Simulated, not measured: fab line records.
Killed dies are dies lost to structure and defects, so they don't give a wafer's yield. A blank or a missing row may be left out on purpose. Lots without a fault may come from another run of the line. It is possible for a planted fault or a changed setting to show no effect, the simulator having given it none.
Split-lot experiment    flow n5-finfet    21 wafers read from 7 lots, route of 1938 steps

## ABOUT THE SPLIT
At N5_DUMMY_GATE_COAT_28 (time 60 s, resist thk 10 nm), the setting spin-rpm was moved away from the recipe's 1500 rpm on 9 of the 21 wafers read, by -10.9% to +9.8%. All remaining wafers had this setting at the recipe value.

The reading comes from the split's own step.

## THE READING
underlayer_of_DUMMY_GATE_COAT_28.thk-nm (the simulator's own value, which no gauge read), in nm, at N5_DUMMY_GATE_COAT_28 (time 60 s, resist thk 10 nm). The file gives no usual value for it.

wafer   tool, chamber at the split  spin-rpm as run, rpm  against the recipe  underlayer_of_DUMMY_GATE_COAT_28.thk-nm, nm  against lot-mates on the recipe
L075.1  litho-track-01, 0           1584                  +5.6%               9.8                                          -0.2
L075.4  litho-track-01, 0           1584                  +5.6%               9.8                                          -0.2
L075.3  litho-track-01, 0           1500                  recipe              10                                           -
L077.2  litho-track-03, 0           1500                  recipe              10                                           -
L077.3  litho-track-03, 0           1500                  recipe              10                                           -
L077.4  litho-track-03, 0           1500                  recipe              10                                           -
L078.2  litho-track-05, 0           1337                  -10.9%              10.6                                         +0.6
L078.5  litho-track-05, 0           1337                  -10.9%              10.6                                         +0.6
L078.4  litho-track-05, 0           1500                  recipe              10                                           -
L079.3  litho-track-01, 0           1500                  recipe              10                                           -
L079.4  litho-track-01, 0           1500                  recipe              10                                           -
L079.6  litho-track-01, 0           1647                  +9.8%               9.6                                          -0.4
L081.3  litho-track-03, 0           1340                  -10.7%              10.6                                         +0.6
L081.4  litho-track-03, 0           1340                  -10.7%              10.6                                         +0.6
L081.6  litho-track-03, 0           1500                  recipe              10                                           -
L082.2  litho-track-03, 0           1500                  recipe              10                                           -
L082.4  litho-track-03, 0           1500                  recipe              10                                           -
L082.5  litho-track-03, 0           1500                  recipe              10                                           -
L088.3  litho-track-05, 0           1595                  +6.3%               9.6                                          -0.4
L088.5  litho-track-05, 0           1595                  +6.3%               9.8                                          -0.2
L088.6  litho-track-05, 0           1500                  recipe              10                                           -

THE FIT
A straight line over all 21 wafers: underlayer_of_DUMMY_GATE_COAT_28.thk-nm changes by -0.0506 nm for each +1% of spin-rpm; r = -0.99; the points scatter about the line by 0.048 nm.
The same after taking each lot's own level away (the mean of its wafers on the recipe; 21 wafers): -0.0506 nm for each +1%; r = -0.99; scatter 0.048 nm.
On that fit, the largest move of spin-rpm shifts the reading by 0.55 nm.
The lots' own levels span 10.00 to 10.00 nm.
Consequently the slope shifts little with the lot-to-lot level, the two slopes agreeing.
Check: for one of the wafers moved furthest among these (-10.9%), held out of the fit, the line's prediction against its lot-mates is +0.569 nm. Against them it came out at +0.6 nm.

## THE OTHER SPLITS THESE WAFERS WENT THROUGH
These wafers also went through other splits before the reading. Each is held against what the fit with the lots' levels taken away leaves over:
other split on the same wafers         wafers away from the commonest value  r with underlayer_of_DUMMY_GATE_COAT_28.thk-nm (lot level and that fit taken away)
N5_WELL_APT_EXPOSE_05 dose-mj          10                                    +0.12
N5_FIN_SAQP_SPACER1_ALD_24 ald-cycles  7                                     -0.14

## FILE'S OWN FIT
underlayer_of_DUMMY_GATE_COAT_28.thk-nm changes by -0.0497 nm for each +1% of spin-rpm, r = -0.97.
